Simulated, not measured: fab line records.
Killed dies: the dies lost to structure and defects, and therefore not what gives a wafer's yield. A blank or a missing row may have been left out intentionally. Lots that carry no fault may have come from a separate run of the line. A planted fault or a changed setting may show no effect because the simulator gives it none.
Problem report in the 8D (eight disciplines) form, filled by code    flow n5-finfet    the parts of the form that need people (team, actions taken, sign-off) are left out

== 1. WHAT WENT WRONG ==
head-pressure-psi at N5_BEOL_M13_CMP_49 reads a mean of 1.1601 psi on 2 wafers of 2 lots; wafers without a fault read 1.0002 psi with a standard deviation of 0.0022. Relative to the usual mean, that is a shift of +73 standard deviations.
The step: polishes, stops on SiOC, t overpolish 17.1 s, target thk 420 nm.
First observed at day 14 17:28: wafer L645.2, on cmp-03. The record holds 30 wafers of 10 lots with a number at this step. Rule for "out", or "out of limits": more than 4 standard deviations from the usual mean. The rest of the wafers with a number are treated as sound.

== 2. WHAT IT IS, AND WHAT IT ISN'T ==
question                     is                                           is not
which readings at this step  head-pressure-psi, barrier-field-endpoint-s  edge-zone-pressure-frac, motor-current-A, overpolish-run-s, platen-rpm
which lots                   L645, L646                                   L634, L635, L636, L649, L650, L653, L655, L657
which wafers of those lots   L645.2, L646.4                               L645.1, L645.3, L646.5, L646.6
read on which tools          cmp-03                                       cmp-01, cmp-04
when                         from day 14 17:28                            up to then (11 sound wafers); but 17 sound wafers of L646, L649, L650, L653, L655, L657 came after

== 3. SUSPECTS, AND WHAT RULES EACH OUT ==
Counting: if a tool at a process step up to the reading ran every lot that is out, it stays a suspect. Sound lots after the first of them don't rule it out here, since some wafers of a struck lot are sound.
- cmp-03 at N5_BEOL_M13_CMP_49 (polishes, stops on SiOC, t overpolish 17.1 s, target thk 420 nm): kept. It ran every lot that is out, first L645 (day 14 17:28); its last sound lot up to then is L635 (day 11 22:27). Its own readings are out on those wafers: barrier-field-endpoint-s, head-pressure-psi.
- Within cmp-03 at N5_BEOL_M13_CMP_49: the wafers that are out ran in chamber 1; their sound lot-mates ran in chambers 0, 2, 3.
Left after counting: cmp-03 at N5_BEOL_M13_CMP_49.

== 4. THE CAUSE (what the simulator had put in) ==
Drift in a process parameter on cmp-03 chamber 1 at N5_BEOL_M13_CMP_49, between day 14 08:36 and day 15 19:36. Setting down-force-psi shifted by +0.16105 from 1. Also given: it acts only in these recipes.
The count eliminated every tool but this one.

== 5. THE CHAIN OF EFFECTS, in route order ==
Each row: a reading where the mean over the struck wafers with a number is more than 3 standard deviations away from the usual. Only readings whose record carries a usual standard deviation are examined. hours: median over the lots of the time between each lot's start at the first step of this table that gives one and its start at this step. sigmas: the change, counted in usual standard deviations.
hours  step                reading                   usual       on struck wafers  change   sigmas
0      N5_BEOL_M13_CMP_49  barrier-field-endpoint-s  30.4 s      25.8              -4.6     -6.4
0      N5_BEOL_M13_CMP_49  head-pressure-psi         1.0002 psi  1.1601            +0.1599  +73
Here are the process steps it includes:
- N5_BEOL_M13_CMP_49: polishes, stops on SiOC, t overpolish 17.1 s, target thk 420 nm.
Later steps that measure or inspect, where all struck wafers having a row at the step show a number for every such reading and not one has moved that far: N5_BEOL_M13_INSPECT_55.

== 6. WHAT WOULD HAVE CAUGHT IT SOONER ==
In this record the first reading out of limits was taken at day 14 17:28, 9 hours after the fault began at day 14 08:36.
